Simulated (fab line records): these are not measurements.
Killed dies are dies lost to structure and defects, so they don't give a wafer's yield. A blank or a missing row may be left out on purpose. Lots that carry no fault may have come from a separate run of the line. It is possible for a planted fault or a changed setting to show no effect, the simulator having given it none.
Check for tools in common || flow nandHarc || 1 lot, 3 wafers sampled

## THE REASON FOR OPENING IT
At NHARC_END_SORT_01 the reading killedAtPeriphery is flagged on 1 of 1 lot. Fault-free wafers read 3.8, with a standard deviation of 2.9.
Rule: a lot is flagged in two cases, either no wafer of it has a number, or all its wafers with numbers fall more than 4 standard deviations from that mean. The other lots count as sound.

{"lot": "L576", "measured": "day 29 17:01", "on": "prober-01", "killedAtPeriphery, wafer by wafer": "627 647 633", "flag": "FLAGGED"}
Flagged lots average 635.7: +631.9 relative to the usual, that is +99 or more standard deviations.

## TOOL THAT RAN EACH LOT
The record holds 2 process steps before the reading, out of a route of 1302 steps. In each cell: the tool, then ch and the chambers that the sampled wafers went through, then the start.
{"lot": "L576", "flag": "FLAGGED", "NHARC_P_STI_ETCH_42": "rieDiel-12 ch 0,1, day 7 03:47", "NHARC_P_GATE_EXPOSE_08": "krfScanner-04 ch 0, day 8 20:00"}
What the steps here do:
- NHARC_P_STI_ETCH_42: etches the open film in N2/H2, target depth 80 nm, overetch 24 nm, time 61 s.
- NHARC_P_GATE_EXPOSE_08: exposes mask P HV.
- NHARC_END_SORT_01

## FLAGGED AGAINST TOTAL, ONE TOOL AT A TIME (gauges that did the reading follow at the end)
{"step": "NHARC_P_STI_ETCH_42", "tool": "rieDiel-12", "lots run": 1, "flagged": 1, "share of the flagged lots": "all", "sound lots run after its first flagged lot": 0}
{"step": "NHARC_P_GATE_EXPOSE_08", "tool": "krfScanner-04", "lots run": 1, "flagged": 1, "share of the flagged lots": "all", "sound lots run after its first flagged lot": 0}
{"step": "NHARC_END_SORT_01", "tool": "prober-01", "lots run": 1, "flagged": 1, "share of the flagged lots": "all", "sound lots run after its first flagged lot": 0}

## WHAT IS ALLOWED BY THE TABLE
In the table, 3 rows ran each flagged lot (rieDiel-12 at NHARC_P_STI_ETCH_42; krfScanner-04 at NHARC_P_GATE_EXPOSE_08; prober-01 at NHARC_END_SORT_01).
- rieDiel-12 at NHARC_P_STI_ETCH_42: 1 of its 1 lot flagged. It ran no sound lot before its first flagged lot in this sample, so the start can't be narrowed down.
- krfScanner-04 at NHARC_P_GATE_EXPOSE_08: 1 of its 1 lot flagged. It ran no sound lot before its first flagged lot in this sample, so the start can't be narrowed down.
- prober-01 at NHARC_END_SORT_01: 1 of its 1 lot flagged. It ran no sound lot before its first flagged lot in this sample, so the start can't be narrowed down.
Because each of these 3 tools fits a fault that began at some hour, counting lots does not separate them. More lots, or a look at what each step does to the wafer, might.

## WHAT HAD BEEN PUT IN BY THE SIMULATOR
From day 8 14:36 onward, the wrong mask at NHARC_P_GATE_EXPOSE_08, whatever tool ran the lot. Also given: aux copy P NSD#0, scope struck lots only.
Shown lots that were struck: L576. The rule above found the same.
